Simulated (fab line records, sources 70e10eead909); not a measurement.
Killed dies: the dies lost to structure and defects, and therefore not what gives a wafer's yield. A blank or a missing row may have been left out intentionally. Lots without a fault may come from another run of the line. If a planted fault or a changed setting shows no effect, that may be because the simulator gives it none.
Chamber matching :: flow nand harc :: NHARC_A_SGD_CUT_DEP_00 on pecvd-03 has 3 sister chambers
The step deposits SiNx, target thk 50 nm. 20 wafers are shown with their chamber, then 10 later ones without.

## WAFERS, EACH WITH ITS CHAMBER
wafer: L074.2
chamber: 2
heater power w (W): 812

wafer: L074.5
chamber: 0
heater power w (W): 571

wafer: L074.6
chamber: 1
heater power w (W): 724

wafer: L075.2
chamber: 0
heater power w (W): 582

wafer: L075.4
chamber: 0
heater power w (W): 593

wafer: L075.6
chamber: 2
heater power w (W): 785

wafer: L075.1
chamber: 1
heater power w (W): 669

wafer: L075.3
chamber: 2
heater power w (W): 749

wafer: L075.5
chamber: 1
heater power w (W): 690

wafer: L077.2
chamber: 0
heater power w (W): 593

wafer: L077.3
chamber: 2
heater power w (W): 790

wafer: L077.6
chamber: 2
heater power w (W): 774

wafer: L085.1
chamber: 0
heater power w (W): 551

wafer: L085.2
chamber: 1
heater power w (W): 721

wafer: L085.6
chamber: 2
heater power w (W): 699

wafer: L084.3
chamber: 1
heater power w (W): 690

wafer: L084.4
chamber: 1
heater power w (W): 699

wafer: L084.5
chamber: 2
heater power w (W): 695

wafer: L089.2
chamber: 0
heater power w (W): 564

wafer: L089.3
chamber: 2
heater power w (W): 675

SIGNATURES, as means of the wafers listed above
reading: heater power w
chamber 0: 575.67
chamber 1: 698.83
chamber 2: 747.38
scatter within a chamber: 36
Rule: for each reading, subtract the chamber's mean from the wafer's reading, divide by that reading's scatter and square the result; add these up over the readings and take the root, which gives the wafer's distance from the chamber. The wafer belongs to the nearest chamber; if the next one is less than 2 further off, it can't be placed. The scatter: the root of (the sum of the squares of (reading less its chamber's mean) over the shown wafers, divided by (wafers less chambers)).

## WAFERS WITHOUT THEIR CHAMBER
wafer: L089.5
heater power w (W): 565

wafer: L093.1
heater power w (W): 667

wafer: L093.2
heater power w (W): 752

wafer: L093.4
heater power w (W): 614

wafer: L093.3
heater power w (W): 624

wafer: L093.5
heater power w (W): 670

wafer: L093.6
heater power w (W): 758

wafer: L096.2
heater power w (W): 638

wafer: L096.3
heater power w (W): 534

wafer: L096.5
heater power w (W): 535

## WHICH CHAMBER EACH WENT THROUGH
wafer: L089.5
from the rows above: 0
in truth: 0

wafer: L093.1
from the rows above: can't be placed: 1 or 2 or 0
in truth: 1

wafer: L093.2
from the rows above: can't be placed: 2 or 1
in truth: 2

wafer: L093.4
from the rows above: can't be placed: 0 or 1
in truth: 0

wafer: L093.3
from the rows above: can't be placed: 0 or 1
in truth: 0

wafer: L093.5
from the rows above: can't be placed: 1 or 2 or 0
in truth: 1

wafer: L093.6
from the rows above: can't be placed: 2 or 1
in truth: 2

wafer: L096.2
from the rows above: can't be placed: 1 or 0 or 2
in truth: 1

wafer: L096.3
from the rows above: 0
in truth: 0

wafer: L096.5
from the rows above: 0
in truth: 0
Correct placement for 3 of the 10. Cannot be placed on the basis of these rows: 7; the candidates contain the true chamber in 7. Wrongly placed: 0.
